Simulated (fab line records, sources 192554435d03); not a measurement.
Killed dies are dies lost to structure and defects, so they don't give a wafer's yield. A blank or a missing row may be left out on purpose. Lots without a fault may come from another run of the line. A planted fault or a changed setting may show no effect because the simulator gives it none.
Chamber matching | flow n5_finfet | N5_BEOL_M1_ETCH_63 on rie_diel-04: 4 sister chambers
The step etches SiARC in CF4, target depth 15.6 nm, time 26 s. 18 wafers are shown with their chamber, then 9 later ones without.

WAFERS WITH THEIR CHAMBER
wafer  | chamber | showerhead_plenum_p_Torr (Torr) | drypump_motor_current_A (A) | oes_product_au (a.u.)
L076.3 | 1       | 2.18                            | 6.5                         | 0.78
L076.4 | 3       | 2.18                            | 5.4                         | 0.80
L076.6 | 0       | 2.07                            | 5.4                         | 0.69
L077.1 | 2       | 2.20                            | 5.3                         | 0.58
L077.3 | 3       | 2.18                            | 5.4                         | 0.79
L077.4 | 0       | 2.07                            | 5.4                         | 0.69
L079.1 | 1       | 2.17                            | 6.4                         | 0.76
L079.2 | 3       | 2.18                            | 5.4                         | 0.79
L079.3 | 2       | 2.20                            | 5.3                         | 0.58
L079.4 | 0       | 2.07                            | 5.4                         | 0.69
L079.5 | 1       | 2.17                            | 6.5                         | 0.76
L079.6 | 2       | 2.20                            | 5.2                         | 0.58
L080.1 | 3       | 2.18                            | 5.4                         | 0.78
L080.2 | 1       | 2.17                            | 6.4                         | 0.77
L080.4 | 0       | 2.07                            | 5.4                         | 0.68
L081.1 | 1       | 2.17                            | 6.5                         | 0.76
L081.2 | 3       | 2.18                            | 5.4                         | 0.78
L081.3 | 0       | 2.07                            | 5.4                         | 0.69

SIGNATURES (means of the wafers above)
reading                  | chamber 0 | chamber 1 | chamber 2 | chamber 3 | scatter within a chamber
showerhead_plenum_p_Torr | 2.0700    | 2.1720    | 2.2000    | 2.1800    | 0.00239
drypump_motor_current_A  | 5.400     | 6.460     | 5.267     | 5.400     | 0.0365
oes_product_au           | 0.6880    | 0.7660    | 0.5800    | 0.7880    | 0.00697
Rule: a wafer's distance from a chamber is the root of the sum, over the readings, of the square of ((its reading less the chamber's mean) divided by the reading's scatter). The wafer belongs to the nearest chamber; if the next one is less than 2 further off, it can't be placed. The scatter: the root of (the sum of the squares of (reading less its chamber's mean) over the shown wafers, divided by (wafers less chambers)).

WAFERS WITHOUT THEIR CHAMBER
wafer  | showerhead_plenum_p_Torr (Torr) | drypump_motor_current_A (A) | oes_product_au (a.u.)
L084.3 | 2.06                            | 5.4                         | 0.67
L084.4 | 2.20                            | 5.3                         | 0.84
L084.5 | 2.20                            | 5.3                         | 0.82
L086.2 | 2.06                            | 5.4                         | 0.67
L086.3 | 2.17                            | 6.4                         | 0.74
L086.5 | 2.06                            | 5.4                         | 0.67
L091.1 | 2.17                            | 6.4                         | 0.73
L091.2 | 2.17                            | 5.4                         | 0.75
L091.5 | 2.17                            | 5.4                         | 0.75

WHICH CHAMBER EACH WENT THROUGH
wafer  | from the rows above | in truth
L084.3 | 0                   | 0
L084.4 | 3                   | 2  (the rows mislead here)
L084.5 | 3                   | 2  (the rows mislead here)
L086.2 | 0                   | 0
L086.3 | 1                   | 1
L086.5 | 0                   | 0
L091.1 | 1                   | 1
L091.2 | 3                   | 3
L091.5 | 3                   | 3
Placed correctly: 7 of 9. Can't be placed from these rows: 0. Placed wrongly: 2.
